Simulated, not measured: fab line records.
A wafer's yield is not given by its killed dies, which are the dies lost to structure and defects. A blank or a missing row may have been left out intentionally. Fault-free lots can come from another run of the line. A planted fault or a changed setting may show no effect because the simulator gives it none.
Matching of chambers | flow n5_finfet | 4 sister chambers for N5_HKMG_FIN_STRIP_92 on rie_diel-01
The step strips SOC in N2/H2, time 20 s. 22 wafers are shown with their chamber, then 11 later ones without.

## WAFERS, EACH WITH ITS CHAMBER
wafer  | chamber | drypump_motor_current_A (A) | showerhead_plenum_p_Torr (Torr) | throttle_valve_pct (%)
L074.1 | 1       | 6.2                         | 3.43                            | 19.2
L074.3 | 3       | 6.7                         | 3.45                            | 18.8
L074.4 | 2       | 5.6                         | 3.28                            | 19.4
L075.2 | 3       | 6.7                         | 3.45                            | 18.8
L075.5 | 0       | 5.9                         | 3.24                            | 19.3
L075.6 | 1       | 6.2                         | 3.43                            | 19.2
L076.1 | 3       | 6.7                         | 3.45                            | 18.8
L076.2 | 1       | 6.2                         | 3.43                            | 19.2
L076.4 | 0       | 5.9                         | 3.24                            | 19.3
L078.3 | 3       | 6.8                         | 3.44                            | 18.8
L078.4 | 2       | 5.6                         | 3.27                            | 19.4
L078.5 | 0       | 5.9                         | 3.23                            | 19.3
L083.1 | 2       | 5.6                         | 3.27                            | 19.4
L083.4 | 0       | 5.9                         | 3.23                            | 19.3
L083.5 | 0       | 5.9                         | 3.23                            | 19.3
L090.2 | 3       | 6.7                         | 3.43                            | 18.8
L090.3 | 2       | 5.6                         | 3.26                            | 19.4
L090.5 | 0       | 5.9                         | 3.22                            | 19.4
L092.2 | 2       | 5.6                         | 3.26                            | 19.4
L092.4 | 1       | 6.2                         | 3.41                            | 19.3
L092.5 | 3       | 6.8                         | 3.43                            | 18.9
L093.3 | 3       | 6.7                         | 3.43                            | 18.9

SIGNATURES (means of the wafers above)
reading                  | chamber 0 | chamber 1 | chamber 2 | chamber 3 | scatter within a chamber
drypump_motor_current_A  | 5.900     | 6.200     | 5.600     | 6.729     | 0.0282
showerhead_plenum_p_Torr | 3.2317    | 3.4250    | 3.2680    | 3.4400    | 0.00902
throttle_valve_pct       | 19.317    | 19.225    | 19.400    | 18.829    | 0.0409
Rule: distance of a wafer from a chamber = root of the sum over the readings of ((wafer's reading minus chamber's mean) / reading's scatter) squared. The wafer belongs to the nearest chamber; if the next one is less than 2 further off, it can't be placed. The scatter is the square root of a quotient: the sum, over the shown wafers, of each reading's squared deviation from its chamber's mean, divided by wafers minus chambers.

## WAFERS WITH NO CHAMBER GIVEN
wafer  | drypump_motor_current_A (A) | showerhead_plenum_p_Torr (Torr) | throttle_valve_pct (%)
L093.5 | 5.6                         | 3.25                            | 19.5
L093.6 | 6.2                         | 3.41                            | 19.3
L094.2 | 6.7                         | 3.42                            | 18.9
L094.3 | 6.2                         | 3.41                            | 19.3
L094.5 | 5.6                         | 3.25                            | 19.4
L095.1 | 6.2                         | 3.41                            | 19.3
L095.4 | 6.7                         | 3.42                            | 18.9
L095.6 | 6.2                         | 3.41                            | 19.3
L091.3 | 5.9                         | 3.21                            | 19.4
L091.4 | 5.6                         | 3.25                            | 19.5
L091.5 | 5.6                         | 3.25                            | 19.5

## WHICH CHAMBER EACH ONE RAN IN
wafer  | from the rows above | in truth
L093.5 | 2                   | 2
L093.6 | 1                   | 1
L094.2 | 3                   | 3
L094.3 | 1                   | 1
L094.5 | 2                   | 2
L095.1 | 1                   | 1
L095.4 | 3                   | 3
L095.6 | 1                   | 1
L091.3 | 0                   | 0
L091.4 | 2                   | 2
L091.5 | 2                   | 2
Correctly placed: 11 of 11. Number that these rows cannot place: 0. Number placed wrongly: 0.
